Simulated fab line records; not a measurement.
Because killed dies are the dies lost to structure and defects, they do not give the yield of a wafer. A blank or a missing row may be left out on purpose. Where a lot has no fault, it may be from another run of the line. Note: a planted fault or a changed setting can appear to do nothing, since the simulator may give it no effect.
Matching of chambers + flow nand_harc + 4 sister chambers for NHARC_A_SLIT_ETCH_24 on rie_diel-08
The step etches the open film in CF4/CHF3, target depth 121 nm, time 60.5 s. 4 wafers are shown with their chamber, then 11 later ones without.

WAFERS WITH THEIR CHAMBER
| wafer  | chamber | drypump_motor_current_A (A) |
|--------|---------|-----------------------------|
| L085.4 | 0       | 5.48                        |
| L087.2 | 2       | 6.00                        |
| L087.4 | 1       | 5.91                        |
| L092.1 | 3       | 5.26                        |

WAFERS WITH NO CHAMBER GIVEN
| wafer  | drypump_motor_current_A (A) |
|--------|-----------------------------|
| L092.2 | 6.00                        |
| L092.5 | 5.91                        |
| L093.1 | 5.46                        |
| L093.2 | 6.00                        |
| L093.5 | 6.00                        |
| L094.1 | 5.31                        |
| L094.3 | 5.47                        |
| L094.5 | 5.90                        |
| L096.1 | 6.00                        |
| L096.3 | 5.27                        |
| L096.4 | 5.48                        |

WHICH CHAMBER EACH ONE RAN IN
| wafer  | from the rows above | in truth |
|--------|---------------------|----------|
| L092.2 | 2                   | 2        |
| L092.5 | 1                   | 1        |
| L093.1 | 0                   | 0        |
| L093.2 | 2                   | 2        |
| L093.5 | 2                   | 2        |
| L094.1 | 3                   | 3        |
| L094.3 | 0                   | 0        |
| L094.5 | 1                   | 1        |
| L096.1 | 2                   | 2        |
| L096.3 | 3                   | 3        |
| L096.4 | 0                   | 0        |
Placed correctly: 11 of 11. Not placeable from these rows: 0. Placed wrongly: 0.
How it was worked out, from the rows above alone: a wafer's distance from a chamber is the root of the sum, over the readings, of the square of ((its reading less the chamber's mean) divided by the reading's scatter). If the next closest chamber is less than 2 further off than the closest, the wafer can't be placed; otherwise it belongs to the closest. For every chamber, the mean is computed from those of its wafers that are shown. The scatter: with one shown wafer a chamber, the root of the mean of the squares of how far each hidden wafer lies from its nearest shown one.
